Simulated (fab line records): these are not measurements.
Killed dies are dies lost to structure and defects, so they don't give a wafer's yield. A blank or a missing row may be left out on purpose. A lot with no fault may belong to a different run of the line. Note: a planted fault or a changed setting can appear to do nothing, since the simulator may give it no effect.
Which tool is to blame? / flow n5-finfet / 32 wafers from 12 lots sampled at 4 of the route's 1938 steps

WHAT THE GAUGES SHOWED, per wafer
N5_BEOL_M14_RS_MEAS_54: a four-point-probe measurement.
lot=L217; measured=day 12 00:50; on=film-metro-02; M14_RS (ohm/sq)=0.0322 0.0360 0.0320
lot=L216; measured=day 12 03:27; on=film-metro-01; M14_RS (ohm/sq)=0.0322 0.0360 0.0361
lot=L224; measured=day 13 06:02; on=film-metro-02; M14_RS (ohm/sq)=0.0316 0.0343
lot=L223; measured=day 13 10:43; on=film-metro-02; M14_RS (ohm/sq)=0.0349 0.0338
lot=L226; measured=day 13 16:51; on=film-metro-02; M14_RS (ohm/sq)=0.0328 0.0328
lot=L230; measured=day 15 05:10; on=film-metro-01; M14_RS (ohm/sq)=0.0338 0.0312 0.0342
lot=L232; measured=day 15 18:14; on=film-metro-02; M14_RS (ohm/sq)=0.0340 0.0314 0.0343
lot=L236; measured=day 16 16:19; on=film-metro-01; M14_RS (ohm/sq)=0.0325 0.0321 0.0349
lot=L235; measured=day 16 17:59; on=film-metro-01; M14_RS (ohm/sq)=0.0346 0.0340
lot=L237; measured=day 17 05:25; on=film-metro-02; M14_RS (ohm/sq)=0.0349 0.0345 0.0346
lot=L239; measured=day 17 06:42; on=film-metro-02; M14_RS (ohm/sq)=0.0343 0.0344 0.0347
lot=L238; measured=day 17 07:09; on=film-metro-02; M14_RS (ohm/sq)=0.0319 0.0323 0.0319

N5_BEOL_M15_CD_MEAS_10 targets a cd of 360 nm.
lot=L217; measured=day 12 01:41; on=cd-sem-02; cd-nm (nm)=359.0 358.0 358.6
lot=L216; measured=day 12 04:18; on=cd-sem-02; cd-nm (nm)=363.0 360.2 361.6
lot=L224; measured=day 13 06:53; on=cd-sem-03; cd-nm (nm)=371.1 361.9
lot=L223; measured=day 13 11:26; on=cd-sem-01; cd-nm (nm)=361.2 374.5
lot=L226; measured=day 13 17:39; on=cd-sem-03; cd-nm (nm)=370.3 357.5
lot=L230; measured=day 15 05:55; on=cd-sem-02; cd-nm (nm)=357.8 359.3 358.5
lot=L232; measured=day 15 18:53; on=cd-sem-01; cd-nm (nm)=358.6 359.7 358.4
lot=L236; measured=day 16 17:04; on=cd-sem-01; cd-nm (nm)=361.4 360.6 359.8
lot=L235; measured=day 16 18:36; on=cd-sem-03; cd-nm (nm)=361.2 360.2
lot=L237; measured=day 17 06:09; on=cd-sem-03; cd-nm (nm)=358.2 359.7 360.5
lot=L239; measured=day 17 07:19; on=cd-sem-02; cd-nm (nm)=362.1 360.4 360.6
lot=L238; measured=day 17 07:46; on=cd-sem-03; cd-nm (nm)=361.1 361.9 360.5

EACH LOT AND THE TOOL THAT RAN IT (in order: tool; ch and the chambers of the sampled wafers; start)
lot=L217; N5_BEOL_M14_ANNEAL_48=rtp-anneal-01 ch 0, day 12 00:07; N5_BEOL_M15_EXPOSE_07=krf-scanner-02 ch 0, day 12 01:31
lot=L216; N5_BEOL_M14_ANNEAL_48=rtp-anneal-02 ch 0, day 12 02:46; N5_BEOL_M15_EXPOSE_07=krf-scanner-01 ch 0, day 12 04:08
lot=L224; N5_BEOL_M14_ANNEAL_48=rtp-anneal-02 ch 0, day 13 05:19; N5_BEOL_M15_EXPOSE_07=krf-scanner-02 ch 0, day 13 06:43
lot=L223; N5_BEOL_M14_ANNEAL_48=rtp-anneal-02 ch 0, day 13 10:04; N5_BEOL_M15_EXPOSE_07=krf-scanner-02 ch 0, day 13 11:16
lot=L226; N5_BEOL_M14_ANNEAL_48=rtp-anneal-02 ch 0, day 13 16:10; N5_BEOL_M15_EXPOSE_07=krf-scanner-02 ch 0, day 13 17:29
lot=L230; N5_BEOL_M14_ANNEAL_48=rtp-anneal-02 ch 0, day 15 04:29; N5_BEOL_M15_EXPOSE_07=krf-scanner-01 ch 0, day 15 05:44
lot=L232; N5_BEOL_M14_ANNEAL_48=rtp-anneal-02 ch 0, day 15 17:31; N5_BEOL_M15_EXPOSE_07=krf-scanner-01 ch 0, day 15 18:42
lot=L236; N5_BEOL_M14_ANNEAL_48=rtp-anneal-01 ch 0, day 16 15:36; N5_BEOL_M15_EXPOSE_07=krf-scanner-01 ch 0, day 16 16:53
lot=L235; N5_BEOL_M14_ANNEAL_48=rtp-anneal-01 ch 0, day 16 17:19; N5_BEOL_M15_EXPOSE_07=krf-scanner-01 ch 0, day 16 18:26
lot=L237; N5_BEOL_M14_ANNEAL_48=rtp-anneal-02 ch 0, day 17 04:41; N5_BEOL_M15_EXPOSE_07=krf-scanner-02 ch 0, day 17 05:59
lot=L239; N5_BEOL_M14_ANNEAL_48=rtp-anneal-02 ch 0, day 17 06:04; N5_BEOL_M15_EXPOSE_07=krf-scanner-02 ch 0, day 17 07:10
lot=L238; N5_BEOL_M14_ANNEAL_48=rtp-anneal-02 ch 0, day 17 06:29; N5_BEOL_M15_EXPOSE_07=krf-scanner-02 ch 0, day 17 07:36
- N5_BEOL_M14_ANNEAL_48: time 90 s.
- N5_BEOL_M15_EXPOSE_07: exposes mask V14.

AS READ BY THE TOOLS THEMSELVES (means over the sampled wafers that have a number; for cases with no such wafer, the mark the record gives instead)
N5_BEOL_M14_ANNEAL_48.
lot=L217 tool=rtp-anneal-01 wafer_temp_C_max=226.27
lot=L216 tool=rtp-anneal-02 wafer_temp_C_max=226.29
lot=L224 tool=rtp-anneal-02 wafer_temp_C_max=226.14
lot=L223 tool=rtp-anneal-02 wafer_temp_C_max=226.25
lot=L226 tool=rtp-anneal-02 wafer_temp_C_max=226.19
lot=L230 tool=rtp-anneal-02 wafer_temp_C_max=226.20
lot=L232 tool=rtp-anneal-02 wafer_temp_C_max=226.31
lot=L236 tool=rtp-anneal-01 wafer_temp_C_max=226.14
lot=L235 tool=rtp-anneal-01 wafer_temp_C_max=226.21
lot=L237 tool=rtp-anneal-02 wafer_temp_C_max=226.46
lot=L239 tool=rtp-anneal-02 wafer_temp_C_max=226.21
lot=L238 tool=rtp-anneal-02 wafer_temp_C_max=226.06

N5_BEOL_M15_EXPOSE_07.
lot=L217 tool=krf-scanner-02 exposure-dose-mJ-cm2=41.23
lot=L216 tool=krf-scanner-01 exposure-dose-mJ-cm2=41.27
lot=L224 tool=krf-scanner-02 exposure-dose-mJ-cm2=41.28
lot=L223 tool=krf-scanner-02 exposure-dose-mJ-cm2=41.16
lot=L226 tool=krf-scanner-02 exposure-dose-mJ-cm2=41.14
lot=L230 tool=krf-scanner-01 exposure-dose-mJ-cm2=41.21
lot=L232 tool=krf-scanner-01 exposure-dose-mJ-cm2=41.23
lot=L236 tool=krf-scanner-01 exposure-dose-mJ-cm2=41.17
lot=L235 tool=krf-scanner-01 exposure-dose-mJ-cm2=41.23
lot=L237 tool=krf-scanner-02 exposure-dose-mJ-cm2=41.23
lot=L239 tool=krf-scanner-02 exposure-dose-mJ-cm2=41.16
lot=L238 tool=krf-scanner-02 exposure-dose-mJ-cm2=41.15

THE ANSWER, worked out from the rows above alone
Rule: the usual values come from the lots themselves. Put in order of their means at a reading, lots are off if they are a third of the lots or fewer, leave a main group of 4 or more, and stand apart from it by a gap of 3 or more times the standard deviation of the main group's means; of several such gaps the widest counts. A main group is skipped when, at the precision printed for the reading in the tables above, its means are all equal. Also off: a lot with no number at a reading for which 4 or more lots have one. Any other lot the step has rows for is counted as sound. The gauges are gone through in route order, then the tools' own readings, and for those a lot's mean is taken as printed above. At the first step where some lot is off, the reading lying furthest off is the one used; lots without a number count as furthest.
No lot is off at any reading shown: from this, nothing can be told.

WHAT THE SIMULATOR PUT IN
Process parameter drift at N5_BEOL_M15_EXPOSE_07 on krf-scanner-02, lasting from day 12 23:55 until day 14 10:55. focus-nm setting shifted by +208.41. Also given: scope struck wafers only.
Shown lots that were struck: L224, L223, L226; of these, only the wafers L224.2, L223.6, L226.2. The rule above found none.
